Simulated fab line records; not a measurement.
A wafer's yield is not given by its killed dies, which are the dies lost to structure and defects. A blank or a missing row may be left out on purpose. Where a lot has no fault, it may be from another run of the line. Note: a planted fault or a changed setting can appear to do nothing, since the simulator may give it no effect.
Which tool is to blame? / flow nandHarc / 11 lots, 33 wafers sampled, at 6 steps of a route of 1159

WHAT EACH GAUGE READ, for each wafer
NHARC_A_BLC_INSPECT_12.
lot=L377; measured=day 17 16:37; on=defectInspect-02; rawDefectCount=26 45 29
lot=L378; measured=day 18 09:32; on=defectInspect-02; rawDefectCount=10 11 10
lot=L379; measured=day 18 17:23; on=defectInspect-01; rawDefectCount=34 34 36
lot=L382; measured=day 19 05:16; on=defectInspect-01; rawDefectCount=33 36 38
lot=L380; measured=day 19 09:51; on=defectInspect-02; rawDefectCount=13 8 17
lot=L381; measured=day 19 11:06; on=defectInspect-02; rawDefectCount=26 20 34
lot=L385; measured=day 20 06:11; on=defectInspect-01; rawDefectCount=19 23 34
lot=L387; measured=day 20 21:35; on=defectInspect-02; rawDefectCount=31 28 35
lot=L389; measured=day 20 22:19; on=defectInspect-02; rawDefectCount=32 38 21
lot=L390; measured=day 21 01:35; on=defectInspect-02; rawDefectCount=62 48 51
lot=L388; measured=day 21 12:44; on=defectInspect-01; rawDefectCount=35 37 41

NHARC_A_M0_CD_MEAS_09: target cd 80 nm.
lot=L377; measured=day 17 20:58; on=cdSem-02; cdNm (nm)=80.0 80.3 79.9
lot=L378; measured=day 18 15:24; on=cdSem-02; cdNm (nm)=79.9 79.4 80.3
lot=L379; measured=day 19 04:12; on=cdSem-03; cdNm (nm)=79.8 79.1 79.2
lot=L382; measured=day 19 09:21; on=cdSem-01; cdNm (nm)=79.5 79.7 79.4
lot=L380; measured=day 19 13:55; on=cdSem-01; cdNm (nm)=79.9 80.1 80.0
lot=L381; measured=day 19 15:13; on=cdSem-01; cdNm (nm)=79.6 79.5 79.8
lot=L385; measured=day 20 14:28; on=cdSem-03; cdNm (nm)=80.2 80.1 79.7
lot=L387; measured=day 21 02:34; on=cdSem-01; cdNm (nm)=81.0 79.9 79.7
lot=L389; measured=day 21 11:05; on=cdSem-01; cdNm (nm)=79.9 80.1 80.2
lot=L390; measured=day 21 13:43; on=cdSem-02; cdNm (nm)=106.6 107.1 107.0
lot=L388; measured=day 21 16:55; on=cdSem-03; cdNm (nm)=101.7 100.9 100.8

NHARC_END_SORT_01.
lot=L390; measured=day 23 03:58; on=prober-02; defectLimitedYield (%)=89.1 92.0 89.2; killedAtArray=68 48 68; killedAtOther=3 1 1; killedAtPeriphery=3 5 4; killedDies=74 54 73; killedOpen=1 3 8; killedShort=1 0 2; sort_bin_2_pct (%)=2.1 2.7 2.5; sort_bin_3_pct (%)=4.28 2.66 2.81; sort_bin_4_pct (%)=4.6 2.7 5.5; sortNPass=603 623 604; sortRimYieldPct (%)=88.7 90.6 90.6; sortYieldPct (%)=89.1 92.0 89.2
lot=L388; measured=day 23 12:03; on=prober-01; defectLimitedYield (%)=94.2 93.4 94.1; killedAtArray=35 38 38; killedAtOther=0 1 1; killedAtPeriphery=4 6 1; killedDies=39 45 40; killedOpen=4 4 2; killedShort=7 2 3; sort_bin_2_pct (%)=2.8 2.1 2.2; sort_bin_3_pct (%)=0.74 0.15 0; sort_bin_4_pct (%)=2.2 4.4 3.7; sortNPass=638 632 637; sortRimYieldPct (%)=94.3 94.3 97.2; sortYieldPct (%)=94.2 93.4 94.1

TOOL THAT RAN EACH LOT (tool first, then ch and the chambers of the sampled wafers, then the start)
lot=L377; NHARC_A_BLC_ETCH_17=rieDiel-10 ch 0,2,3, day 17 20:49 or earlier; NHARC_A_M0_EXPOSE_06=arfiScanner-02 ch 0, day 17 20:49; NHARC_A_M0_DESCUM_14=rieDiel-09 ch 0,1,3, day 17 21:10
lot=L378; NHARC_A_BLC_ETCH_17=rieDiel-10 ch 1,2,3, day 18 15:15 or earlier; NHARC_A_M0_EXPOSE_06=arfiScanner-03 ch 0, day 18 15:15; NHARC_A_M0_DESCUM_14=rieDiel-05 ch 1,2, day 18 15:35
lot=L379; NHARC_A_BLC_ETCH_17=rieDiel-13 ch 0,1,2, day 19 04:04 or earlier; NHARC_A_M0_EXPOSE_06=arfiScanner-02 ch 0, day 19 04:04; NHARC_A_M0_DESCUM_14=rieDiel-05 ch 0,3, day 19 04:23
lot=L382; NHARC_A_BLC_ETCH_17=rieDiel-13 ch 0,1, day 19 09:13 or earlier; NHARC_A_M0_EXPOSE_06=arfiScanner-03 ch 0, day 19 09:13; NHARC_A_M0_DESCUM_14=rieDiel-09 ch 0,1,2, day 19 09:33
lot=L380; NHARC_A_BLC_ETCH_17=rieDiel-13 ch 0,1,2, day 19 13:46 or earlier; NHARC_A_M0_EXPOSE_06=arfiScanner-03 ch 0, day 19 13:46; NHARC_A_M0_DESCUM_14=rieDiel-05 ch 1,2,3, day 19 14:07
lot=L381; NHARC_A_BLC_ETCH_17=rieDiel-13 ch 0,1,2, day 19 15:05 or earlier; NHARC_A_M0_EXPOSE_06=arfiScanner-01 ch 0, day 19 15:05; NHARC_A_M0_DESCUM_14=rieDiel-09 ch 1,3, day 19 15:24
lot=L385; NHARC_A_BLC_ETCH_17=rieDiel-10 ch 0,1,3, day 20 14:19 or earlier; NHARC_A_M0_EXPOSE_06=arfiScanner-03 ch 0, day 20 14:19; NHARC_A_M0_DESCUM_14=rieDiel-05 ch 1,2, day 20 14:38
lot=L387; NHARC_A_BLC_ETCH_17=rieDiel-10 ch 1,2, day 21 02:25 or earlier; NHARC_A_M0_EXPOSE_06=arfiScanner-02 ch 0, day 21 02:25; NHARC_A_M0_DESCUM_14=rieDiel-09 ch 0,1, day 21 02:44
lot=L389; NHARC_A_BLC_ETCH_17=rieDiel-13 ch 0,1, day 21 10:57 or earlier; NHARC_A_M0_EXPOSE_06=arfiScanner-02 ch 0, day 21 10:57; NHARC_A_M0_DESCUM_14=rieDiel-02 ch 0,1,3, day 21 11:17
lot=L390; NHARC_A_BLC_ETCH_17=rieDiel-13 ch 0,1, day 21 13:34 or earlier; NHARC_A_M0_EXPOSE_06=arfiScanner-02 ch 0, day 21 13:34; NHARC_A_M0_DESCUM_14=rieDiel-02 ch 0,1,3, day 21 13:55
lot=L388; NHARC_A_BLC_ETCH_17=rieDiel-10 ch 1,2,3, day 21 16:47 or earlier; NHARC_A_M0_EXPOSE_06=arfiScanner-02 ch 0, day 21 16:47; NHARC_A_M0_DESCUM_14=rieDiel-05 ch 0,2,3, day 21 17:07
- NHARC_A_BLC_ETCH_17: etches the open film in N2/H2, target depth 390 nm, time 609.38 s.
- NHARC_A_M0_EXPOSE_06: exposes mask A M0, target cd 80 nm.
- NHARC_A_M0_DESCUM_14: chemistry O2, time 3 s.

AS READ BY THE TOOLS THEMSELVES (means over the sampled wafers that have a number; for cases with no such wafer, the mark the record gives instead)
NHARC_A_BLC_ETCH_17.
lot=L377; tool=rieDiel-10; drypumpMotorCurrentA (A)=5.9; oesProductAu (a.u.)=0.994; rfFwdPowerW (W)=399.7; rfVppV (V)=432.1; showerheadPlenumPTorr (Torr)=2.13; throttleValvePct (%)=14.170
lot=L378; tool=rieDiel-10; drypumpMotorCurrentA (A)=5.9; oesProductAu (a.u.)=1.002; rfFwdPowerW (W)=399.8; rfVppV (V)=430.4; showerheadPlenumPTorr (Torr)=2.07; throttleValvePct (%)=14.168
lot=L379; tool=rieDiel-13; drypumpMotorCurrentA (A)=5.6; oesProductAu (a.u.)=0.989; rfFwdPowerW (W)=400.3; rfVppV (V)=432.1; showerheadPlenumPTorr (Torr)=2.07; throttleValvePct (%)=14.162
lot=L382; tool=rieDiel-13; drypumpMotorCurrentA (A)=5.8; oesProductAu (a.u.)=0.998; rfFwdPowerW (W)=398.8; rfVppV (V)=430.3; showerheadPlenumPTorr (Torr)=2.02; throttleValvePct (%)=14.168
lot=L380; tool=rieDiel-13; drypumpMotorCurrentA (A)=5.6; oesProductAu (a.u.)=0.999; rfFwdPowerW (W)=400.0; rfVppV (V)=431.3; showerheadPlenumPTorr (Torr)=2.07; throttleValvePct (%)=14.170
lot=L381; tool=rieDiel-13; drypumpMotorCurrentA (A)=5.6; oesProductAu (a.u.)=0.995; rfFwdPowerW (W)=399.7; rfVppV (V)=431.3; showerheadPlenumPTorr (Torr)=2.07; throttleValvePct (%)=14.163
lot=L385; tool=rieDiel-10; drypumpMotorCurrentA (A)=5.9; oesProductAu (a.u.)=0.998; rfFwdPowerW (W)=397.9; rfVppV (V)=431.4; showerheadPlenumPTorr (Torr)=2.06; throttleValvePct (%)=14.176
lot=L387; tool=rieDiel-10; drypumpMotorCurrentA (A)=6.4; oesProductAu (a.u.)=1.004; rfFwdPowerW (W)=398.9; rfVppV (V)=430.6; showerheadPlenumPTorr (Torr)=2.04; throttleValvePct (%)=14.171
lot=L389; tool=rieDiel-13; drypumpMotorCurrentA (A)=5.4; oesProductAu (a.u.)=1.005; rfFwdPowerW (W)=398.9; rfVppV (V)=431.8; showerheadPlenumPTorr (Torr)=2.09; throttleValvePct (%)=14.171
lot=L390; tool=rieDiel-13; drypumpMotorCurrentA (A)=5.5; oesProductAu (a.u.)=0.999; rfFwdPowerW (W)=399.9; rfVppV (V)=431.6; showerheadPlenumPTorr (Torr)=2.09; throttleValvePct (%)=14.174
lot=L388; tool=rieDiel-10; drypumpMotorCurrentA (A)=5.9; oesProductAu (a.u.)=1.002; rfFwdPowerW (W)=400.0; rfVppV (V)=431.2; showerheadPlenumPTorr (Torr)=2.06; throttleValvePct (%)=14.173

NHARC_A_M0_EXPOSE_06.
lot=L377 tool=arfiScanner-02 exposureDoseMJCm2=83.19
lot=L378 tool=arfiScanner-03 exposureDoseMJCm2=83.30
lot=L379 tool=arfiScanner-02 exposureDoseMJCm2=83.22
lot=L382 tool=arfiScanner-03 exposureDoseMJCm2=83.33
lot=L380 tool=arfiScanner-03 exposureDoseMJCm2=83.21
lot=L381 tool=arfiScanner-01 exposureDoseMJCm2=83.28
lot=L385 tool=arfiScanner-03 exposureDoseMJCm2=83.30
lot=L387 tool=arfiScanner-02 exposureDoseMJCm2=83.33
lot=L389 tool=arfiScanner-02 exposureDoseMJCm2=83.27
lot=L390 tool=arfiScanner-02 exposureDoseMJCm2=124.26
lot=L388 tool=arfiScanner-02 exposureDoseMJCm2=116.15

NHARC_A_M0_DESCUM_14.
lot=L377; tool=rieDiel-09; drypumpMotorCurrentA (A)=5.9; oesProductAu (a.u.)=1.000; rfVppV (V)=58.5; showerheadPlenumPTorr (Torr)=1.95; throttleValvePct (%)=11.311
lot=L378; tool=rieDiel-05; drypumpMotorCurrentA (A)=5.6; oesProductAu (a.u.)=1.000; rfVppV (V)=57.3; showerheadPlenumPTorr (Torr)=1.83; throttleValvePct (%)=11.307
lot=L379; tool=rieDiel-05; drypumpMotorCurrentA (A)=6.3; oesProductAu (a.u.)=0.994; rfVppV (V)=57.2; showerheadPlenumPTorr (Torr)=1.87; throttleValvePct (%)=11.309
lot=L382; tool=rieDiel-09; drypumpMotorCurrentA (A)=5.3; oesProductAu (a.u.)=0.998; rfVppV (V)=57.5; showerheadPlenumPTorr (Torr)=1.89; throttleValvePct (%)=11.305
lot=L380; tool=rieDiel-05; drypumpMotorCurrentA (A)=5.9; oesProductAu (a.u.)=0.992; rfVppV (V)=58.9; showerheadPlenumPTorr (Torr)=1.89; throttleValvePct (%)=11.310
lot=L381; tool=rieDiel-09; drypumpMotorCurrentA (A)=6.0; oesProductAu (a.u.)=0.999; rfVppV (V)=57.4; showerheadPlenumPTorr (Torr)=1.89; throttleValvePct (%)=11.310
lot=L385; tool=rieDiel-05; drypumpMotorCurrentA (A)=6.0; oesProductAu (a.u.)=1.004; rfVppV (V)=57.0; showerheadPlenumPTorr (Torr)=1.85; throttleValvePct (%)=11.312
lot=L387; tool=rieDiel-09; drypumpMotorCurrentA (A)=5.5; oesProductAu (a.u.)=1.000; rfVppV (V)=57.5; showerheadPlenumPTorr (Torr)=1.95; throttleValvePct (%)=11.312
lot=L389; tool=rieDiel-02; drypumpMotorCurrentA (A)=5.4; oesProductAu (a.u.)=0.997; rfVppV (V)=57.8; showerheadPlenumPTorr (Torr)=1.85; throttleValvePct (%)=11.313
lot=L390; tool=rieDiel-02; drypumpMotorCurrentA (A)=5.4; oesProductAu (a.u.)=0.995; rfVppV (V)=57.8; showerheadPlenumPTorr (Torr)=1.85; throttleValvePct (%)=11.314
lot=L388; tool=rieDiel-05; drypumpMotorCurrentA (A)=6.3; oesProductAu (a.u.)=0.999; rfVppV (V)=57.6; showerheadPlenumPTorr (Torr)=1.89; throttleValvePct (%)=11.316

THE ANSWER, worked out from the rows above alone
Rule: the lots themselves supply what counts as usual. The widest of any qualifying gaps counts: lots, ordered by their means at a reading, are off when they make up no more than a third of the lots, leave a main group of 4 or more, and stand apart from it by 3 or more times the standard deviation of that group's means. A main group is skipped when, at the precision printed for the reading in the tables above, its means are all equal. A lot without any number at a reading at which 4 lots or more have one is off too. The other lots that the step has rows for count as sound. First the gauges in route order, then the tools' own readings, where a lot's mean is used as printed above. The first step at which some lot is off is used, and at that step the reading that is off furthest; a lot without a number counts as furthest.
Off: L390, L388, at NHARC_A_M0_CD_MEAS_09 (cdNm). For the main group the mean is 79.9 nm and the standard deviation 0.27.
A tool fits if, at a process step before that reading, it ran every lot that is off, and no sound lot after the first of them. Not tried: the gauges at NHARC_A_M0_CD_MEAS_09; whatever is off there is also off at NHARC_A_M0_EXPOSE_06, on other tools, and gauge error can't account for it. With no start given for some of its lots, NHARC_A_BLC_ETCH_17 uses the hours and lot order of NHARC_A_M0_EXPOSE_06. One fits: arfiScanner-02 at NHARC_A_M0_EXPOSE_06. Its last sound lot is L389 (day 21 10:57), its first lot that is off L390 (day 21 13:34): a fault that began between those two fits.
The tool's own readings at NHARC_A_M0_EXPOSE_06 bear it out: on the lots that are off they differ by more than 5 times the standard deviation of the sound lots' means. exposureDoseMJCm2 reads 120.21 there against 83.27 on the sound lots.

WHAT THE SIMULATOR PUT IN
Process parameter drift: arfiScanner-02, from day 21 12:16 on, at NHARC_A_M0_EXPOSE_06. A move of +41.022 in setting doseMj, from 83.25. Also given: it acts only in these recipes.
Shown lots that were struck: L390, L388. This agrees with what the rule above found.
